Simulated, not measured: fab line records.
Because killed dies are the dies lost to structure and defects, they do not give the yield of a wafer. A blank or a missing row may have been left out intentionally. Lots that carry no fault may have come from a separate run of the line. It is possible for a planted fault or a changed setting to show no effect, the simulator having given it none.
fab line records	flow n5_finfet
[record] lots = 5	wafers = 15	last_day = 18
route steps=1938 shown BEOL_M15@1807
lots untouched by any fault: they come from a run of this same line in which no faults occurred
start_h: the number of hours between the record's first day and the start of the first shown wafer of the lot	wait_h: time in hours since the lot's previous step	" same as the row above	L1.1+2: one row covering several wafers at once	- value missing, or start not given	* or withheld: withheld	< > ~ a bound
route shown NAME@n: names a module that has steps shown in the file, with the first one's number in the route	usual: mean/standard deviation of fault-free wafers	same: alike in all rows	chamber/n: place in a boat	sites: the reading at each site	_std_site: standard deviation of those values	_edge_site: mean of outer sites minus mean of inner sites	radius_mm: for every site, how far away it sits from the centre of the wafer	mask NAME#n: copy n	behind: the most recent tool/chamber to have shaped the wafer	hold: why the lot was held/for how many hours/how that ended	device: the n, p or np transistor that did not switch	end of line: tests of these same wafers at the route's end	where a step has no rows: the recipe by itself	killed: dies lost to structure and defects at the first sort, not the wafer's yield	map: a wafer's dies, x killed, . not, _ none there
set.NAME: the run value of the setting; set.NAME@STEP: its run value at that earlier step	model.NAME: the simulator's own value behind a step, which no gauge read
lots at selected steps of the route; one table per step, one row per wafer
services: the hour from which a tool's chamber was out of use, counted from the record's first day as start_h (under 0 if before that day), plus the number of hours and why
[[steps]]
[step N5_BEOL_M15_DESCUM_33]
[recipe] chemistry = O2	time_s = 7.9	source_power_w = 50	bias_power_w = 20	pressure_mtorr = 20	rf_frequency_hz = 2.712e+07	temp_c = 40	o2_flow_sccm = 225
[usual] drypump_motor_current_A = 5.9/0.41	oes_product_au = 0.78/0.1	rf_fwd_power_W = 49.26/0.22	rf_vpp_V = 243.5/1.5	showerhead_plenum_p_Torr = 2.12/0.079	throttle_valve_pct = 20.42/0.24
[same] time_s = 7.9
lot.wafer	tool	chamber	start_h	wait_h	drypump_motor_current_A	oes_product_au	rf_fwd_power_W	rf_hours_counter_h	rf_vpp_V	showerhead_plenum_p_Torr	throttle_valve_pct
L810.1	rie_diel-05	0	285.79	0.0	5.5	0.72	49.30	170	241.9	2.00	20.69
L810.2	"	2	"	"	5.6	0.94	49.22	15	244.7	2.15	20.36
L810.6	"	3	"	"	5.8	0.69	49.06	-	244.4	2.16	20.60
L808.3	rie_diel-01	2	297.37	0.0	6.4	0.70	49.33	208	240.8	1.98	20.28
L808.4	"	0	"	"	5.5	0.77	49.41	106	244.9	2.20	20.60
L808.6	"	2	"	"	6.4	0.71	49.25	-	240.8	1.98	20.27
L820.3	rie_diel-01	1	368.49	0.3	6.3	0.74	49.62	213	243.0	2.18	20.20
L820.4	"	2	"	"	6.3	0.69	49.42	-	240.7	1.97	20.30
L820.6	"	1	"	"	6.3	0.73	49.39	-	243.3	2.18	20.20
L825.2	rie_diel-01	1	387.74	0.0	6.3	0.73	49.41	220	242.9	2.17	20.20
L825.5	"	3	"	"	5.7	1.00	49.44	-	244.1	2.14	20.04
L825.6	"	2	"	"	6.3	0.70	49.24	-	242.1	1.97	20.33
L826.2	rie_diel-01	0	402.19	0.2	5.4	0.74	49.15	141	243.8	2.19	20.68
L826.4	"	1	"	"	6.3	0.72	49.87	225	244.6	2.17	20.20
L826.6	"	2	"	"	6.4	0.68	49.01	-	240.6	1.97	20.33
[step N5_BEOL_M15_ETCH_61]
[recipe] chemistry = N2/H2	target = BARC	target_depth_a = 890	overetch_a = 267	time_s = 67.9	ion_energy_ev = 200	pressure_mtorr = 30	source_w = 840	bias_w = 150	n2_flow_sccm = 200	h2_flow_sccm = 200
[step N5_BEOL_M15_TRENCH_ETCH_34]
[recipe] chemistry = C4F8/O2/Ar	target = SiO2	target_depth_a = 8729.3	he_inner_torr = 15	he_outer_torr = 30	time_s = 199	ion_energy_ev = 800	pressure_mtorr = 20	source_w = 1905	bias_w = 2040	Ar_flow_sccm = 400	C4F8_flow_sccm = 16	O2_flow_sccm = 12
[step N5_BEOL_M15_STRIP_36]
[recipe] chemistry = O2	power_w = 600	temp_c = 60	pressure_mtorr = 30	rf_frequency_hz = 6e+07	bias_power_w = 0	overash_fraction = 0.3	o2_flow_sccm = 225
[usual] drypump_motor_current_A = 5.8/0.37	oes_product_au = 0.79/0.1	rf_vpp_V = 3.8/1	showerhead_plenum_p_Torr = 2.12/0.084	throttle_valve_pct = 16.68/0.26
lot.wafer	tool	chamber	start_h	wait_h	drypump_motor_current_A	oes_product_au	rf_hours_counter_h	rf_vpp_V	showerhead_plenum_p_Torr	throttle_valve_pct
L810.1	rie_diel-01	1	292.74	6.7	6.3	0.76	186	4.5	2.19	16.48
L810.2	"	0	"	"	5.5	0.78	104	5.6	2.21	16.81
L810.6	"	0	"	"	5.5	0.79	-	2.5	2.21	16.78
L808.3	rie_diel-05	0	298.65	1.0	5.6	0.73	-	3.6	2.00	16.93
L808.4	"	3	"	"	5.8	0.69	-	3.2	2.16	16.88
L808.6	"	3	"	"	5.7	0.70	-	5.2	2.16	16.89
L820.3	rie_diel-06	2	370.42	1.6	6.4	0.68	246	5.6	2.08	16.82
L820.4	"	1	"	"	5.8	0.78	100	3.2	2.11	16.59
L820.6	"	3	"	"	6.3	0.74	-	4.7	2.10	16.70
L825.2	rie_diel-05	2	388.58	0.6	5.6	0.86	50	3.8	2.14	16.60
L825.5	"	0	"	"	5.5	0.71	-	3.3	1.99	16.98
L825.6	"	2	"	"	5.6	0.87	-	2.8	2.14	16.62
L826.2	rie_diel-05	1	404.17	1.7	6.1	0.90	30	4.7	2.22	16.05
L826.4	"	1	"	"	6.1	0.90	-	5.3	2.22	16.09
L826.6	"	3	"	"	5.8	0.93	-	2.5	2.15	16.48
[step N5_BEOL_M15_STRIP_62]
[recipe] chemistry = O2	power_w = 600	temp_c = 60	pressure_mtorr = 30	rf_frequency_hz = 6e+07	bias_power_w = 0	overash_fraction = 0.3	o2_flow_sccm = 225
[usual] drypump_motor_current_A = 5.8/0.37	oes_product_au = 0.79/0.1	rf_vpp_V = 3.7/0.53	showerhead_plenum_p_Torr = 2.12/0.084	throttle_valve_pct = 16.68/0.26
lot.wafer	tool	chamber	start_h	wait_h	drypump_motor_current_A	oes_product_au	rf_hours_counter_h	rf_vpp_V	showerhead_plenum_p_Torr	throttle_valve_pct
L810.1	rie_diel-01	1	-	-	6.3	0.75	186	4.0	2.19	16.44
L810.2	"	0	"	"	5.5	0.78	104	2.8	2.21	16.81
L810.6	"	0	"	"	5.5	0.78	-	3.9	2.21	16.81
L808.3	rie_diel-05	0	-	-	5.6	0.73	-	4.0	2.00	16.94
L808.4	"	3	"	"	5.8	0.69	-	2.8	2.16	16.91
L808.6	"	3	"	"	5.8	0.68	-	4.4	2.16	16.89
L820.3	rie_diel-06	2	-	-	6.3	0.68	246	2.8	2.08	16.80
L820.4	"	1	"	"	5.8	0.78	100	3.0	2.11	16.63
L820.6	"	3	"	"	6.3	0.74	-	3.7	2.10	16.72
L825.2	rie_diel-05	2	-	-	5.6	0.87	50	3.0	2.14	16.61
L825.5	"	0	"	"	5.6	0.71	-	3.4	1.99	17.00
L825.6	"	2	"	"	5.6	0.87	-	4.0	2.14	16.61
L826.2	rie_diel-05	1	-	-	6.1	0.89	30	3.5	2.22	16.05
L826.4	"	1	"	"	6.1	0.89	-	4.8	2.22	16.05
L826.6	"	3	"	"	5.8	0.94	-	3.1	2.15	16.46
[step N5_BEOL_M15_STRIP_37]
[recipe] chemistry = O2	power_w = 600	temp_c = 60	pressure_mtorr = 30	rf_frequency_hz = 6e+07	bias_power_w = 0	overash_fraction = 0.3	o2_flow_sccm = 225
[usual] drypump_motor_current_A = 5.8/0.37	oes_product_au = 0.79/0.1	rf_vpp_V = 3.6/0.62	showerhead_plenum_p_Torr = 2.12/0.084	throttle_valve_pct = 16.67/0.26
lot.wafer	tool	chamber	start_h	wait_h	drypump_motor_current_A	oes_product_au	rf_hours_counter_h	rf_vpp_V	showerhead_plenum_p_Torr	throttle_valve_pct
L810.1	rie_diel-01	1	-	-	6.3	0.75	186	2.7	2.19	16.42
L810.2	"	0	"	"	5.5	0.78	104	2.4	2.21	16.78
L810.6	"	0	"	"	5.5	0.77	-	4.4	2.21	16.81
L808.3	rie_diel-05	0	-	-	5.5	0.73	-	3.9	2.00	16.91
L808.4	"	3	"	"	5.8	0.69	-	3.6	2.16	16.89
L808.6	"	3	"	"	5.8	0.70	-	5.3	2.16	16.90
L820.3	rie_diel-06	2	-	-	6.4	0.69	246	3.6	2.08	16.77
L820.4	"	1	"	"	5.8	0.78	100	3.4	2.11	16.64
L820.6	"	3	"	"	6.3	0.74	-	3.1	2.10	16.71
L825.2	rie_diel-05	2	-	-	5.6	0.88	50	3.4	2.14	16.61
L825.5	"	0	"	"	5.5	0.71	-	4.1	1.99	16.99
L825.6	"	2	"	"	5.6	0.88	-	4.4	2.14	16.62
L826.2	rie_diel-05	1	-	-	6.1	0.90	30	3.8	2.22	16.06
L826.4	"	1	"	"	6.1	0.90	-	3.4	2.22	16.05
L826.6	"	3	"	"	5.8	0.94	-	4.0	2.15	16.48
[step N5_BEOL_M15_ETCH_38]
[recipe] chemistry = CF4/N2	target = SiCN	target_depth_a = 1064	taper_deg = 2	time_s = 120.5	ion_energy_ev = 150	mask_material = SiO2	pressure_mtorr = 40	source_w = 430	bias_w = 70	Ar_flow_sccm = 100	cf4_flow_sccm = 60	n2_flow_sccm = 60
[usual] drypump_motor_current_A = 5.8/0.37	n2_flow_sccm = 60.01/0.19	oes_product_au = 0.78/0.097	rf_fwd_power_W = 428.4/1.3	rf_vpp_V = 382.8/2.3	showerhead_plenum_p_Torr = 2.23/0.084	throttle_valve_pct = 15.45/0.26
[same] time_s = 120.5
lot.wafer	tool	chamber	start_h	wait_h	drypump_motor_current_A	n2_flow_sccm	oes_product_au	rf_fwd_power_W	rf_hours_counter_h	rf_vpp_V	showerhead_plenum_p_Torr	throttle_valve_pct
L810.1	rie_diel-01	1	-	-	6.3	59.81	0.76	429.2	186	383.3	2.28	15.14
L810.2	"	0	"	"	5.5	59.77	0.78	427.9	104	384.1	2.32	15.58
L810.6	"	0	"	"	5.5	60.09	0.79	427.6	-	385.0	2.32	15.56
L808.3	rie_diel-05	0	-	-	5.5	59.86	0.72	429.4	-	379.1	2.11	15.70
L808.4	"	3	"	"	5.8	60.03	0.68	427.7	-	384.6	2.28	15.74
L808.6	"	3	"	"	5.8	60.08	0.69	428.0	-	383.0	2.28	15.72
L820.3	rie_diel-06	2	-	-	6.4	60.06	0.67	428.8	246	381.5	2.17	15.48
L820.4	"	1	"	"	5.8	59.90	0.79	425.4	100	383.1	2.23	15.48
L820.6	"	3	"	"	6.3	59.98	0.74	427.2	-	382.6	2.23	15.59
L825.2	rie_diel-05	2	-	-	5.6	60.09	0.87	428.8	50	383.8	2.23	15.26
L825.5	"	0	"	"	5.5	60.10	0.70	429.3	-	379.0	2.10	15.77
L825.6	"	2	"	"	5.6	59.71	0.87	430.5	-	383.2	2.23	15.25
L826.2	rie_diel-05	1	-	-	6.1	60.00	0.89	430.9	30	385.4	2.35	14.92
L826.4	"	1	"	"	6.1	59.99	0.90	426.2	-	385.3	2.35	14.90
L826.6	"	3	"	"	5.8	60.12	0.94	425.7	-	385.0	2.27	15.28
[step N5_BEOL_M15_PRECLEAN_39]
[recipe] chemistry = residue_remover	time_s = 60	temp_c = 40
[step N5_BEOL_M15_SRD_40]
[recipe] time_s = 30	temp_c = 23	rinse_liquid = diw	dry = n2_spin	spin_rpm = 1500	dry_time_s = 30
[step N5_BEOL_M15_DEGAS_41]
[recipe] ambient = vacuum	temp_c = 300	time_s = 60
[step N5_BEOL_M15_PRE_CLEAN_42]
[recipe] gas = H2/He	time_s = 30	temp_c = 300
[step N5_BEOL_M15_SPUTTER_43]
[recipe] material = TaN	target_thk_a = 150	temp_c = 50	bias_v = 168.6	power_w = 15000	chamber_pressure_pa = 0.12	time_s = 24.19
[usual] susceptor_temp_C = 50.00/0.1	throttle_valve_pct = 30.0/1.1
lot.wafer	tool	chamber	start_h	wait_h	susceptor_temp_C	throttle_valve_pct	model.TaN_of_BEOL_M15_SPUTTER_43.thk_nm
L810.1	pvd_sputter-02	-	293.86	0.0	50.24	30.0	15.2
L810.2	"	-	"	"	50.00	30.5	15.2
L810.6	"	-	"	"	50.06	29.4	15.2
L808.3	pvd_sputter-03	-	299.62	0.0	49.95	29.0	15
L808.4	"	-	"	"	50.09	31.3	15
L808.6	"	-	"	"	49.92	29.0	15
L820.3	pvd_sputter-03	-	371.28	0.0	50.09	28.7	15
L820.4	"	-	"	"	50.03	28.9	16.2
L820.6	"	-	"	"	50.01	28.9	15.2
L825.2	pvd_sputter-02	-	389.11	0.0	50.00	30.6	15.2
L825.5	"	-	"	"	49.97	32.2	14.8
L825.6	"	-	"	"	50.00	29.1	15.2
L826.2	pvd_sputter-01	-	404.91	0.0	49.97	30.0	15
L826.4	"	-	"	"	50.06	30.3	15.4
L826.6	"	-	"	"	50.07	31.3	15.2
[step N5_BEOL_M15_SPUTTER_44]
[recipe] material = Ta	target_thk_a = 150	temp_c = 50	bias_v = 80	power_w = 15000	chamber_pressure_pa = 0.07	time_s = 24.19
[[services]]
tool	chamber	start_h	hours	kind
rie_diel-06	0	271.64	2.8	repair
rie_diel-05	1	280.56	-	clean
rie_diel-05	1	280.56	-	consumable_replace:focus_ring
rie_diel-05	1	280.56	-	consumable_replace:showerhead
rie_diel-05	1	280.56	29.9	scheduled_down
rie_diel-05	1	280.56	29.9	vent_cycle
rie_diel-05	2	296.80	2.9	repair
rie_diel-06	3	316.56	4.0	repair
rie_diel-06	-	325.45	14.6	pm
rie_diel-01	-	336.07	0.2	repair
pvd_sputter-01	-	339.12	1.2	repair
rie_diel-01	0	347.03	9.4	repair
rie_diel-01	3	356.46	-	clean
rie_diel-01	3	356.46	-	consumable_replace:focus_ring
rie_diel-01	3	356.46	21.5	scheduled_down
rie_diel-01	3	356.46	21.5	vent_cycle
rie_diel-05	1	366.67	2.3	repair
rie_diel-05	3	368.93	-	clean
rie_diel-05	3	368.93	-	consumable_replace:focus_ring
rie_diel-05	3	368.93	21.4	scheduled_down
rie_diel-05	3	368.93	21.4	vent_cycle
rie_diel-06	2	381.02	-	clean
rie_diel-06	2	381.02	-	consumable_replace:focus_ring
rie_diel-06	2	381.02	19.3	scheduled_down
[[key]]
first_sign none at tools or gauges
[model_effect] step = N5_BEOL_M15_SPUTTER_43	value = TaN_of_BEOL_M15_SPUTTER_43.thk_nm	without = 15.2	struck = 16.2
met_at N5_BEOL_M15_SPUTTER_43
struck_wafers L820.4
onset_between 299.62 371.28
[fault] kind = process_parameter_drift	tool = pvd_sputter-03	chamber = -	onset_h = 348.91	steps = N5_BEOL_M15_SPUTTER_43	channel = time_s	offset = *	shape = step	end_h = 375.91	scope = struck_wafers_only	acts_in = *	stated = *
